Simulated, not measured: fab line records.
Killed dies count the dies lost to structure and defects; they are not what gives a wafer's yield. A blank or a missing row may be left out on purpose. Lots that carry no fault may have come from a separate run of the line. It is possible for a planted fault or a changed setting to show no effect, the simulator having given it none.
One fault through the eyes of 2 desks + flow nand harc + what lay behind the numbers comes last; until then each desk has only its own

## AT THE METROLOGY DESK
What the gauges read, lot by lot, whatever tool the lot ran on: means of the sampled wafers that have a number. Marked OUT: a lot whose mean sits more than 4 standard deviations from the usual mean, which makes it out of limits; the brackets give that distance.
Columns: A = cd nm at NHARC_THIN_TSV_CD_MEAS_37, usual 5000 nm
| lot  | first seen here | A    |
|------|-----------------|------|
| L286 | day 24 07:46    | 5004 |
| L287 | day 25 00:58    | 5000 |
| L289 | day 25 08:11    | 5001 |
| L290 | day 25 22:23    | 5002 |
| L293 | day 27 06:22    | 4997 |
| L292 | day 27 07:31    | 4996 |
| L301 | day 30 20:33    | 5001 |
| L302 | day 31 06:24    | 4998 |
| L303 | day 31 18:52    | 5000 |
| L305 | day 31 20:07    | 4998 |
| L304 | day 32 10:44    | 5003 |
| L306 | day 33 02:10    | 5001 |
| L308 | day 34 02:57    | 5002 |
Finding of this desk: none of the 13 lots has anything out of limits.

## THE TOOL OWNER'S DESK: pecvd-01
At NHARC_P_M2_PRE_CLEAN_32 (time 12 s), the tool's own readings, given per lot that ran on this tool as the mean of the sampled wafers with a number. Marked OUT: a lot whose mean sits more than 4 standard deviations from the usual mean, which makes it out of limits; the brackets give that distance.
Columns: A = heater power w at NHARC_P_M2_PRE_CLEAN_32, usual 654 W; B = rf fwd power W at NHARC_P_M2_PRE_CLEAN_32, usual 292.5 W
| lot  | first seen here | A   | B     |
|------|-----------------|-----|-------|
| L289 | day 8 07:27     | 744 | 292.4 |
| L290 | day 8 16:53     | 666 | 293.4 |
| L292 | day 9 11:07     | 685 | 292.8 |
| L293 | day 9 20:11     | 659 | 292.5 |
| L301 | day 13 11:53    | 660 | 292.7 |
| L304 | day 14 16:19    | 723 | 292.0 |
| L308 | day 15 22:16    | 728 | 291.5 |
Finding of this desk: none of the 7 lots has anything out of limits.

## TAKEN TOGETHER
Metrology desk: nothing out of limits seen.
The tool owner's desk saw nothing out of limits.

## WHAT THE SIMULATOR PUT IN
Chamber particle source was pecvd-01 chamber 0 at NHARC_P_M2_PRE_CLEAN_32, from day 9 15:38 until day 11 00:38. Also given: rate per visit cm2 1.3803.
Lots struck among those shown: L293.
